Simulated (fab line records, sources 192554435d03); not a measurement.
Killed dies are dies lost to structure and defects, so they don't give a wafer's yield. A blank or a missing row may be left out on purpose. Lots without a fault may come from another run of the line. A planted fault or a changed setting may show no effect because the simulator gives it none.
Chamber matching | flow n5_finfet | N5_DUMMY_GATE_HM_OPEN_21 on rie_diel-01: 4 sister chambers
The step chemistry CH3F/O2, target SiNx, target depth 120 nm, time 171.4 s. 4 wafers are shown with their chamber, then 10 later ones without.

WAFERS WITH THEIR CHAMBER
wafer  | chamber | showerhead_plenum_p_Torr (Torr)
L089.2 | 3       | 2.01
L090.3 | 0       | 2.07
L091.1 | 2       | 2.09
L091.2 | 1       | 1.98

WAFERS WITHOUT THEIR CHAMBER
wafer  | showerhead_plenum_p_Torr (Torr)
L091.4 | 2.09
L094.2 | 2.07
L094.3 | 2.09
L094.5 | 2.09
L095.1 | 2.01
L095.2 | 2.07
L095.4 | 2.09
L096.4 | 2.07
L096.5 | 1.97
L096.6 | 2.07

WHICH CHAMBER EACH WENT THROUGH
wafer  | from the rows above | in truth
L091.4 | 2                   | 2
L094.2 | 0                   | 0
L094.3 | 2                   | 2
L094.5 | 2                   | 2
L095.1 | 3                   | 3
L095.2 | 0                   | 0
L095.4 | 2                   | 2
L096.4 | 0                   | 0
L096.5 | 1                   | 1
L096.6 | 0                   | 0
Placed correctly: 10 of 10. Can't be placed from these rows: 0. Placed wrongly: 0.
How it was worked out, from the rows above alone: a wafer's distance from a chamber is the root of the sum, over the readings, of the square of ((its reading less the chamber's mean) divided by the reading's scatter). The wafer belongs to the nearest chamber; if the next one is less than 2 further off, it can't be placed. A chamber's mean is the mean of its shown wafers. The scatter: with one shown wafer a chamber, the root of the mean of the squares of how far each hidden wafer lies from its nearest shown one.
